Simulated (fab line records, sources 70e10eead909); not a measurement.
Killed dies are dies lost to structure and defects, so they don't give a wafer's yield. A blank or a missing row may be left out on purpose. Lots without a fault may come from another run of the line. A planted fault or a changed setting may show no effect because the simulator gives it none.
fab line records | flow nand_harc
record lots=13 wafers=39 last_day=25
route steps=1159 shown A_WL_FILL@813 END@1159
lots that met no fault: from a run of the same line without faults
start_h: hours from the record's first day to the start of the lot's first wafer shown | wait_h: hours since the lot's step before | " the same as in the row above | L1.1+2: a row that stands for several wafers | - no value, or no start given | * or withheld: withheld | < > ~ a bound
route shown NAME@n: a module of which the file shows steps, and the number in the route of the first | usual: mean/standard deviation of fault-free wafers | same: alike in all rows | chamber/n: place in a boat | sites: the reading at each site | _std_site: their standard deviation | _edge_site: outer sites' mean less inner sites' | radius_mm: how far each site lies from the wafer's centre | mask NAME#n: copy n | behind: the tool/chamber that last shaped the wafer | hold: why the lot was held/for how many hours/how that ended | device: the transistor (n, p or np) that didn't switch | end of line: the same wafers' tests at the end of the route | a step without rows: its recipe alone | killed: dies lost to structure and defects at the first sort, not the wafer's yield | map: a wafer's dies, x killed, . not, _ none there
set.NAME: the setting as run; set.NAME@STEP: as run at that earlier step | model.NAME: the simulator's own value behind a step, which no gauge read
steps of the route over a sample of lots; a table a step, a row a wafer
services: from which hour (start_h, from the record's first day; less than 0 if before it) a tool's chamber was out of use, for how many hours, and why
## steps
# step NHARC_A_WL_FILL_CVD_03
# recipe target_thk_a=400 temp_c=300 pressure_torr=40 wf6_flow_sccm=40 h2_flow_sccm=1600 ar_flow_sccm=1560 time_s=3302 material=W
# usual heater_power_w=454/34 mfc_ar_sccm=1560/4.7 throttle_valve_pct=8.0/0.31
# columns lot.wafer tool chamber start_h wait_h heater_power_w mfc_ar_sccm throttle_valve_pct
L892.1 cvd_w-01 0 347.80 2.1 493 1554 8.4
L892.3 " 1 " " 456 1562 7.8
L892.6 " 1 " " 455 1558 7.6
L891.2 cvd_w-02 0 348.30 2.5 470 1566 8.0
L891.4 " 0 " " 487 1560 8.0
L891.5 " 1 " " 398 1556 7.6
L893.2 cvd_w-02 1 360.78 4.1 401 1565 7.7
L893.4 " 1 " " 406 1556 7.8
L893.6 " 0 " " 474 1557 8.4
L895.1 cvd_w-01 1 374.48 3.5 454 1563 7.6
L895.3 " 0 " " 500 1560 8.6
L895.6 " 0 " " 496 1569 8.4
L898.1 cvd_w-02 0 400.03 5.3 468 1564 8.1
L898.3 " 0 " " 469 1558 8.0
L898.4 " 1 " " 407 1560 7.9
L904.1 cvd_w-01 1 441.64 4.9 458 1560 7.8
L904.4 " 0 " " 491 1559 8.2
L904.3 " 1 " " 453 1563 8.2
L905.2 cvd_w-01 1 444.03 4.1 460 1560 8.0
L905.4 " 1 " " 458 1563 7.8
L905.6 " 1 " " 458 1563 7.7
L906.2 cvd_w-01 1 447.91 0.1 456 1556 8.0
L906.1 " 0 " " 492 1564 8.2
L906.4 " 0 " " 493 1560 8.3
L910.1 cvd_w-02 1 470.43 1.9 395 1567 7.7
L910.3 " 1 " " 418 1557 8.1
L910.5 " 1 " " 407 1556 7.6
L912.1 cvd_w-02 0 472.80 3.9 467 1561 8.2
L912.5 " 0 474.72 5.8 478 1559 8.3
L912.6 " 1 " " 401 1563 7.5
L909.2 cvd_w-01 1 474.14 5.1 472 1566 7.7
L909.3 " 1 " " 460 1570 7.9
L909.5 " 1 " " 461 1563 7.8
L913.2 cvd_w-02 0 485.53 11.5 467 1556 8.0
L913.4 " 0 " " 482 1563 8.3
L913.5 " 0 " " 465 1566 8.2
L911.1 cvd_w-02 1 488.34 14.3 398 1561 7.7
L911.4 " 1 " " 402 1561 8.0
L911.6 " 0 " " 481 1564 8.3
# step NHARC_A_WL_FILL_ETCHBACK_17
# recipe target_depth_a=40 time_s=26.7 chemistry=Cl2/BCl3
# usual chamber_pressure_mTorr=9.999/0.0092 drypump_motor_current_A=5.6/0.31 oes_product_au=1.002/0.0091
# columns lot.wafer tool chamber start_h wait_h chamber_pressure_mTorr drypump_motor_current_A oes_product_au rf_hours_counter_h
L891.2 rie_metal-03 1 362.45 - 9.991 5.8 1.001 2.0
L891.4 " 1 " " 10.012 5.8 0.999 -
L891.5 " 0 " " 9.990 5.3 1.003 -
L892.1 rie_metal-01 1 365.58 - 9.992 5.6 1.019 0.8
L892.3 " 0 " " 10.005 5.1 1.012 -
L892.6 " 0 " " 9.999 5.1 1.008 -
L893.2 rie_metal-02 0 375.06 - 9.991 5.8 0.991 4.3
L893.4 " 0 " " 10.006 5.8 0.993 -
L893.6 " 1 " " 10.017 6.0 0.991 -
L895.1 rie_metal-01 0 388.26 - - - - -
L895.3 " 1 " " - - - -
L895.6 " 0 " " - - - -
L898.1 rie_metal-01 1 413.98 - - - - -
L898.3 " 0 " " - - - -
L898.4 " 1 " " - - - -
L904.1 rie_metal-01 0 455.87 - 10.016 5.1 0.991 3.2
L904.4 " 1 " " 10.010 5.6 1.002 -
L904.3 " 0 " " 10.007 5.1 0.992 -
L905.2 rie_metal-01 0 461.85 - 10.000 5.0 0.998 3.5
L905.4 " 0 " " 10.008 5.1 0.987 -
L905.6 " 1 " " 10.006 5.6 1.003 -
L906.1 rie_metal-01 0 466.54 - 10.003 5.1 0.995 3.6
L906.2 " 1 " " 10.009 5.6 1.004 3.6
L906.4 " 1 " " 9.992 5.6 1.007 -
L912.1 rie_metal-03 0 485.07 - 9.991 5.3 1.007 0.4
L912.5 " 1 " " 9.990 5.8 1.014 -
L912.6 " 0 " " 9.978 5.3 0.999 -
L910.1 rie_metal-02 1 485.09 - 10.002 6.0 1.019 2.4
L910.3 " 0 " " 9.999 5.7 1.006 -
L910.5 " 1 " " 9.990 6.0 1.017 -
L909.2 rie_metal-02 0 488.12 - 9.985 5.8 1.015 2.5
L909.3 " 1 " " 10.000 6.0 1.013 -
L909.5 " 1 " " 10.002 6.0 1.017 -
L913.2 rie_metal-01 1 499.70 - 10.000 5.6 1.009 4.3
L913.4 " 1 " " 9.989 5.6 1.005 -
L913.5 " 1 " " 9.994 5.6 0.999 -
L911.1 rie_metal-03 1 501.29 - 9.998 5.9 1.015 1.0
L911.4 " 0 " " 10.006 5.3 0.988 -
L911.6 " 0 " " 10.013 5.3 0.985 -
# step NHARC_A_WL_FILL_CVD_20
# recipe target_thk_a=750 temp_c=300 pressure_torr=40 wf6_flow_sccm=40 h2_flow_sccm=1600 ar_flow_sccm=1560 time_s=5064 material=W
# usual heater_power_w=457/31 mfc_ar_sccm=1560/4.4 throttle_valve_pct=8.0/0.3
# columns lot.wafer tool chamber start_h wait_h heater_power_w mfc_ar_sccm throttle_valve_pct
L891.2 cvd_w-02 1 - - 405 1568 7.5
L891.4 " 0 " " 476 1557 8.2
L891.5 " 1 " " 400 1564 7.6
L892.1 cvd_w-02 1 - - 406 1562 7.9
L892.3 " 1 " " 409 1557 7.6
L892.6 " 1 " " 398 1560 7.6
L893.2 cvd_w-01 0 - - 491 1560 8.6
L893.4 " 0 " " 488 1556 8.2
L893.6 " 1 " " 460 1552 8.0
L895.1 cvd_w-02 0 - - 470 1564 8.0
L895.3 " 0 " " 487 1562 8.0
L895.6 " 1 " " 409 1560 8.0
L898.1 cvd_w-02 0 - - 483 1564 8.1
L898.3 " 1 " " 396 1557 7.8
L898.4 " 0 " " 464 1567 8.2
L904.1 cvd_w-02 0 - - 466 1557 8.3
L904.3 " 0 " " 471 1560 8.2
L904.4 " 1 " " 402 1565 7.9
L905.2 cvd_w-01 1 - - 469 1558 8.2
L905.4 " 0 " " 475 1559 8.6
L905.6 " 0 " " 492 1560 8.7
L906.2 cvd_w-02 1 - - 419 1560 8.1
L906.1 " 0 " " 462 1565 8.3
L906.4 " 0 " " 473 1557 8.1
L912.1 cvd_w-01 0 - - 485 1562 8.3
L912.5 " 0 " " 461 1567 8.6
L912.6 " 1 " " 438 1557 7.7
L910.1 cvd_w-02 0 - - 470 1560 8.1
L910.3 " 1 " " 418 1560 7.9
L910.5 " 0 " " 470 1552 7.9
L909.2 cvd_w-01 1 - - 446 1549 7.9
L909.3 " 0 " " 480 1560 8.2
L909.5 " 0 " " 472 1558 8.2
L911.1 cvd_w-02 1 - - 405 1568 7.8
L911.4 " 1 " " 408 1562 7.6
L911.6 " 1 " " 427 1566 7.9
L913.2 cvd_w-01 1 - - 437 1557 7.7
L913.4 " 0 " " 477 1563 8.4
L913.5 " 0 " " 473 1560 8.3
# step NHARC_A_WL_FILL_CMP_12
# recipe t_overpolish_s=30 target_thk_nm=75
# usual motor_current_A=11.8/0.77 overpolish_run_s=29.999/0.01 time_to_endpoint_s=14.2/2.4
# columns lot.wafer tool chamber start_h wait_h motor_current_A overpolish_run_s time_to_endpoint_s
L891.4 cmp-02 1 373.14 2.9 10.7 29.995 14.8
L891.2 " 0 " " 12.9 30.006 18.2
L891.5 " 1 " " 10.7 29.993 14.8
L892.3 cmp-01 3 380.25 2.9 10.6 30.009 16.8
L892.1 " 1 " " 12.6 29.987 20.0
L892.6 " 3 " " 11.3 29.991 16.5
L893.2 cmp-03 3 385.74 4.3 12.3 29.999 11.1
L893.4 " 2 " " 11.8 30.012 13.4
L893.6 " 3 " " 12.0 30.015 13.5
L895.1 cmp-02 0 400.77 3.6 12.5 29.999 14.5
L895.3 " 2 " " 12.3 30.009 15.2
L895.6 " 1 " " 10.7 30.013 12.5
L898.3 cmp-03 0 426.05 2.9 11.1 29.995 14.7
L898.1 " 1 " " 11.3 29.999 12.6
L898.4 " 2 " " 11.5 30.008 13.1
L904.4 cmp-02 2 470.69 2.2 12.5 30.013 19.4
L904.1 " 0 " " 12.7 30.009 18.9
L904.3 " 1 " " 11.1 30.011 16.6
L905.2 cmp-01 1 474.87 4.3 12.5 29.999 16.7
L905.4 " 0 " " 11.4 29.998 15.5
L905.6 " 1 " " 12.2 30.005 14.2
L906.4 cmp-02 0 481.14 2.2 12.8 30.000 15.6
L906.1 " 1 " " 10.6 29.993 15.2
L906.2 " 3 " " 12.9 29.988 13.0
L910.1 cmp-02 2 496.27 3.6 12.9 29.986 15.3
L910.3 " 3 " " 13.2 29.981 14.1
L910.5 " 1 " " 11.1 30.003 13.5
L912.1 cmp-03 2 496.60 4.3 11.9 30.019 13.0
L912.6 " 1 " " 11.3 30.011 13.1
L912.5 " 2 " " 12.0 29.992 13.4
L909.2 cmp-01 2 501.62 4.3 11.5 29.992 8.8
L909.3 " 3 " " 10.9 29.994 14.8
L909.5 " 1 " " 12.1 29.985 13.5
L911.1 cmp-03 3 510.65 3.7 12.3 30.001 10.0
L911.4 " 0 " " 10.3 30.013 15.0
L911.6 " 1 " " 11.4 29.999 12.0
L913.2 cmp-02 0 510.68 3.7 12.3 29.995 13.6
L913.4 " 1 " " 10.9 30.015 12.6
L913.5 " 2 " " 11.9 30.011 13.2
# step NHARC_END_SORT_01
# recipe temp_c=25
# usual killed_at_array=24/8.7 killed_at_other=0.8/1.2 killed_at_periphery=3.6/2.3 killed_dies=28/8.9 killed_open=3.2/1.9 killed_short=2.0/1.6
# same gross_dies=677
# columns lot.wafer tool chamber start_h wait_h hold killed_at_array killed_at_other killed_at_periphery killed_dies killed_open killed_short
L892.1 prober-01 0 472.38 2.5 - 26 1 5 32 3 6
L892.3 prober-01 0 473.97 3.1 - 18 0 1 19 5 1
L892.6 prober-01 0 476.35 4.0 - 17 0 5 22 6 0
L895.1 prober-01 0 487.92 2.5 await_dispo/4.1h/scrap 672 1 4 677 1 2
L895.3 prober-01 0 489.50 3.1 await_dispo/4.1h/scrap 672 1 4 677 3 1
L895.6 prober-01 0 491.88 4.0 await_dispo/4.1h/scrap 674 1 2 677 2 2
L898.1 prober-02 0 496.76 2.5 await_dispo/2.8h/scrap 669 0 8 677 2 2
L898.3 prober-02 0 498.38 3.1 await_dispo/2.8h/scrap 671 1 5 677 2 2
L898.4 prober-02 0 499.19 3.4 await_dispo/2.8h/scrap 666 2 9 677 7 3
L904.1 prober-01 0 553.93 2.5 - 31 1 0 32 1 0
L904.3 prober-01 0 555.50 3.1 - 42 1 1 44 3 0
L904.4 prober-01 0 556.29 3.4 - 42 0 3 45 8 1
L913.2 prober-01 0 585.93 2.8 - 17 5 5 27 1 3
L913.4 prober-01 0 587.50 3.3 - 13 6 6 25 1 3
L913.5 prober-01 0 588.28 3.6 - 19 3 6 28 2 2
# killed by level:class
L892.1 A_SLIT:chamber_film_flake=7 A_CHANNEL_HOLE_D1:chamber_film_flake=4 A_CONTACT:chamber_film_flake=4 A_STAIRCASE:chamber_film_flake=3 P_M1:chamber_film_flake=2 P_CONTACT:geometric_particle:short=1 A_ONON_D1:geometric_particle:open=1 A_ONON_D1:geometric_particle:short=1
L892.3 A_SLIT:chamber_film_flake=6 A_STAIRCASE:chamber_film_flake=3 A_CONTACT:chamber_film_flake=2 P_GATE:geometric_particle:short=1 A_CHANNEL_HOLE_D1:geometric_particle:open=1 A_CHANNEL_FILL_D1:geometric_particle:open=1 A_SGD_CUT:geometric_particle:open=1 A_BLC:geometric_particle:open=1
L892.6 A_SLIT:chamber_film_flake=6 A_CHANNEL_HOLE_D1:chamber_film_flake=2 A_STAIRCASE:chamber_film_flake=2 A_CONTACT:chamber_film_flake=2 P_GATE:geometric_particle:open=1 P_CONTACT:geometric_particle:open=1 P_M2:geometric_particle:open=1 A_CHANNEL_HOLE_D1:geometric_particle:open=1
L895.1 A_WL_FILL:area_etchback=637 A_STAIRCASE:chamber_film_flake=12 A_SLIT:chamber_film_flake=10 A_SGD_CUT:chamber_film_flake=6 A_CHANNEL_HOLE_D1:chamber_film_flake=3 P_CONTACT:geometric_particle:open=1 P_M0:geometric_particle:short=1 A_CHANNEL_FILL_D1:geometric_particle:short=1
L895.3 A_WL_FILL:area_etchback=646 A_STAIRCASE:chamber_film_flake=8 A_SGD_CUT:chamber_film_flake=8 A_SLIT:chamber_film_flake=6 A_CHANNEL_HOLE_D1:chamber_film_flake=2 P_CONTACT:geometric_particle:open=1 P_M0:geometric_particle:short=1 P_M1:geometric_particle:open=1
L895.6 A_WL_FILL:area_etchback=646 A_STAIRCASE:chamber_film_flake=7 A_SLIT:chamber_film_flake=7 A_CHANNEL_HOLE_D1:chamber_film_flake=5 A_SGD_CUT:chamber_film_flake=3 A_CONTACT:chamber_film_flake=2 P_M0:geometric_particle:open=1 A_CHANNEL_HOLE_D1:geometric_particle:short=1
L898.1 A_WL_FILL:area_etchback=639 A_SLIT:chamber_film_flake=15 A_STAIRCASE:chamber_film_flake=4 A_WL_FILL:chamber_film_flake=3 A_CONTACT:chamber_film_flake=3 A_CONTACT:geometric_particle:short=2 P_ZERO_WELL:chamber_film_flake=2 P_STI:chamber_film_flake=2
L898.3 A_WL_FILL:area_etchback=649 A_SLIT:chamber_film_flake=7 A_WL_FILL:chamber_film_flake=4 P_M2:chamber_film_flake=3 A_CHANNEL_HOLE_D1:chamber_film_flake=3 P_ZERO_WELL:chamber_film_flake=2 A_STAIRCASE:chamber_film_flake=2 A_CONTACT:chamber_film_flake=2
L898.4 A_WL_FILL:area_etchback=642 A_SLIT:chamber_film_flake=13 P_ZERO_WELL:chamber_film_flake=3 P_M0:geometric_particle:open=2 P_M2:chamber_film_flake=2 A_CONTACT:chamber_film_flake=2 P_CONTACT:geometric_particle:open=1 A_ONON_D1:geometric_particle:short=1
L904.1 A_CHANNEL_HOLE_D1:chamber_film_flake=15 A_SLIT:chamber_film_flake=10 A_CONTACT:chamber_film_flake=3 A_M0:chamber_film_flake=2 A_SGD_CUT:geometric_particle:open=1 THIN_TSV:chamber_film_flake=1
L904.3 A_SLIT:chamber_film_flake=22 A_CHANNEL_HOLE_D1:chamber_film_flake=13 A_ZERO_WELL:chamber_film_flake=2 A_CONTACT:chamber_film_flake=2 P_M1:geometric_particle:open=1 A_SGD_CUT:geometric_particle:open=1 A_BLC:geometric_particle:open=1 A_STAIRCASE:chamber_film_flake=1
L904.4 A_CHANNEL_HOLE_D1:chamber_film_flake=16 A_SLIT:chamber_film_flake=15 A_BLC:geometric_particle:open=3 A_CONTACT:chamber_film_flake=2 P_CONTACT:geometric_particle:open=1 P_M0:geometric_particle:open=1 A_ONON_D1:geometric_particle:short=1 A_ONON_D1:geometric_particle:open=1
L913.2 A_CONTACT:chamber_film_flake=8 THIN_TSV:chamber_film_flake=5 A_CHANNEL_FILL_D1:chamber_film_flake=3 A_STAIRCASE:chamber_film_flake=3 P_STI:chamber_film_flake=2 P_STI:geometric_particle:short=1 A_SLIT:geometric_particle:short=1 A_CONTACT:geometric_particle:short=1
L913.4 A_CONTACT:chamber_film_flake=7 THIN_TSV:chamber_film_flake=6 P_STI:chamber_film_flake=3 P_ZERO_WELL:chamber_film_flake=2 A_ONON_D1:geometric_particle:open=1 A_ONON_D1:geometric_particle:short=1 A_CHANNEL_FILL_D1:geometric_particle:short=1 A_BLC:geometric_particle:short=1
L913.5 A_CONTACT:chamber_film_flake=9 A_CHANNEL_FILL_D1:chamber_film_flake=5 P_STI:chamber_film_flake=3 A_STAIRCASE:chamber_film_flake=2 THIN_TSV:chamber_film_flake=2 P_GATE:geometric_particle:short=1 P_CONTACT:geometric_particle:open=1 A_STAIRCASE:geometric_particle:open=1
## services
# columns tool chamber start_h hours kind
cmp-02 - 324.50 4.0 pm
rie_metal-01 - 332.00 9.0 pm
cvd_w-01 - 341.21 0.7 repair
cmp-02 - 345.18 5.6 repair
cmp-03 - 352.00 4.0 pm
cvd_w-02 - 379.51 13.0 pm
rie_metal-01 - 381.17 0.7 repair
cmp-01 - 382.28 4.0 pm
cmp-02 - 387.00 2.2 repair
rie_metal-02 - 388.06 9.0 pm
rie_metal-03 - 396.47 0.5 repair
rie_metal-03 - 401.76 0.6 repair
cvd_w-02 0 410.45 3.2 repair
cmp-03 - 413.52 0.5 repair
cmp-02 - 422.50 4.0 pm
cmp-03 - 450.00 4.0 pm
rie_metal-03 0 450.61 4.3 repair
rie_metal-03 - 453.00 9.0 pm
cvd_w-01 - 476.98 13.0 pm
cmp-01 - 480.28 4.0 pm
cmp-01 - 496.22 4.1 repair
cmp-03 - 498.86 1.4 repair
cmp-03 - 504.44 1.6 repair
rie_metal-01 - 509.00 9.0 pm
## key
first_sign step=NHARC_A_WL_FILL_ETCHBACK_17 reading=tool_record direction=missing
effect step=NHARC_END_SORT_01 reading=killed_at_array direction=up sigmas=74 usual=24 struck=671
more_kills_born_at NHARC_A_WL_FILL_ETCHBACK_17@rie_metal-01=3859
met_at NHARC_A_WL_FILL_ETCHBACK_17
struck_lots L895,L898
later_rows_left_out L895.1,L895.3,L895.6,L898.1,L898.3,L898.4
tester_left_out L895,L898
not_acting_at NHARC_A_WL_FILL_CVD_03,NHARC_A_WL_FILL_CVD_20,NHARC_A_WL_FILL_CMP_12
onset_between 365.58 388.26
fault kind=skipped_step_whole tool=rie_metal-01 chamber=- onset_h=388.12 steps=NHARC_A_WL_FILL_ETCHBACK_17 scope=struck_lots_only
# tester_left_out: of these lots the tester's yield and bins aren't shown, on N5 and GAA mostly nor the transistor test; their killed dies are dies lost to structure and defects alone, not to doping, threshold or leakage, so they don't give the yield
# later_rows_left_out: the simulator's readings of these wafers behind a module that went badly wrong aren't trusted and aren't shown, but for the sort
